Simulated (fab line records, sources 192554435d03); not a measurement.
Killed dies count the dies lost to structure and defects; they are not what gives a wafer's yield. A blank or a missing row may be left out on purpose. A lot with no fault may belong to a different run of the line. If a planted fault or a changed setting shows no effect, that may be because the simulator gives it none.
Lot-split experiment | flow n5Finfet | 7 lots, 21 wafers read, on a route of 1938 steps

ABOUT THE SPLIT
At N5_BEOL_M4_COAT_05 (resist thk 30 nm), the setting spinRpm was moved away from the recipe's 1500 rpm on 6 of the 21 wafers read, by -8.3% to +10.0%. All remaining wafers had this setting at the recipe value.

FROM THE SPLIT TO THE READING: what the file shows between them, 2 steps
- N5_BEOL_M4_EBR_07
- N5_BEOL_M4_SOFTBAKE_06: time 60 s

THE READING
CAR-EUV_of_BEOL_M4_COAT_05.thkNm (the simulator's own value, which no gauge read), in nm, at N5_BEOL_M4_DESCUM_16 (chemistry O2, time 7 s). There is no usual value for it anywhere in the file. Across the 15 wafers here that went through the recipe, the average is 26.1 nm and the standard deviation 0.1 nm.

wafer  | tool, chamber at the split | spinRpm as run, rpm | against the recipe | CAR-EUV_of_BEOL_M4_COAT_05.thkNm, nm | against lot-mates on the recipe
L076.3 | lithoTrack-05, 0           | 1500                | recipe             | 26.2                                 | -
L076.6 | lithoTrack-05, 0           | 1500                | recipe             | 26.2                                 | -
L076.4 | lithoTrack-05, 0           | 1500                | recipe             | 26                                   | -
L079.1 | lithoTrack-05, 0           | 1376                | -8.3%              | 27.4                                 | +1.2
L079.5 | lithoTrack-05, 0           | 1376                | -8.3%              | 27.4                                 | +1.2
L079.2 | lithoTrack-05, 0           | 1500                | recipe             | 26.2                                 | -
L078.1 | lithoTrack-04, 0           | 1500                | recipe             | 26                                   | -
L078.2 | lithoTrack-04, 0           | 1500                | recipe             | 26.2                                 | -
L078.5 | lithoTrack-04, 0           | 1650                | +10.0%             | 24.8                                 | -1.3
L081.1 | lithoTrack-04, 0           | 1500                | recipe             | 26.2                                 | -
L081.2 | lithoTrack-04, 0           | 1627                | +8.5%              | 25                                   | -1.2
L081.4 | lithoTrack-04, 0           | 1627                | +8.5%              | 25                                   | -1.2
L082.2 | lithoTrack-05, 0           | 1500                | recipe             | 26                                   | -
L082.3 | lithoTrack-05, 0           | 1500                | recipe             | 26                                   | -
L082.5 | lithoTrack-05, 0           | 1500                | recipe             | 26                                   | -
L084.2 | lithoTrack-02, 0           | 1500                | recipe             | 26                                   | -
L084.3 | lithoTrack-02, 0           | 1500                | recipe             | 26                                   | -
L084.5 | lithoTrack-02, 0           | 1500                | recipe             | 26.2                                 | -
L095.2 | lithoTrack-05, 0           | 1426                | -4.9%              | 27                                   | +0.9
L095.3 | lithoTrack-05, 0           | 1500                | recipe             | 26                                   | -
L095.5 | lithoTrack-05, 0           | 1500                | recipe             | 26.2                                 | -

FIT RESULTS
A straight line over all 21 wafers: CAR-EUV_of_BEOL_M4_COAT_05.thkNm changes by -0.143 nm for each +1% of spinRpm; r = -0.99; the points scatter about the line by 0.11 nm.
The same after taking each lot's own level away (the mean of its wafers on the recipe; 21 wafers): -0.143 nm for each +1%; r = -0.99; scatter 0.086 nm.
According to that fit, moving spinRpm by its largest amount changes the reading by 1.4 nm.
The span of the lots' own levels, 26.00 to 26.20 nm, comes to 2.0 times the standard deviation stated above.
The two slopes are in agreement: the lot-to-lot level therefore moves the slope only a little.
Check: -1.45 nm against its lot-mates is what the line predicts for one of the wafers moved furthest among these (+10.0%) when that wafer is left out of the fit. It came out at -1.3 nm against them.

OTHER SPLITS APPLIED TO THESE WAFERS
Note: prior to the reading, these wafers also went through further splits. Each is held against what the fit with the lots' levels taken away leaves over:
other split on the same wafers | wafers away from the commonest value | r with CAR-EUV_of_BEOL_M4_COAT_05.thkNm (lot level and that fit taken away)
N5_BEOL_M3_COAT_22 spinRpm     | 13                                   | +0.35

THE WHOLE CHAIN: every reading that the file lists as answering this split, in the file's order
step                 | what it does           | reading                                                                           | change (the file's fit)               | r (the file's)
N5_BEOL_M4_COAT_05   | resist thk 30 nm       | CAR-EUV_of_BEOL_M4_COAT_05.thkNm (the simulator's own value, which no gauge read) | -0.15 nm for each +1% of the setting  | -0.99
N5_BEOL_M4_DESCUM_16 | chemistry O2, time 7 s | CAR-EUV_of_BEOL_M4_COAT_05.thkNm (the simulator's own value, which no gauge read) | -0.142 nm for each +1% of the setting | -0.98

THE FILE'S OWN FIT
CAR-EUV_of_BEOL_M4_COAT_05.thkNm changes by -0.142 nm for each +1% of spinRpm, r = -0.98.
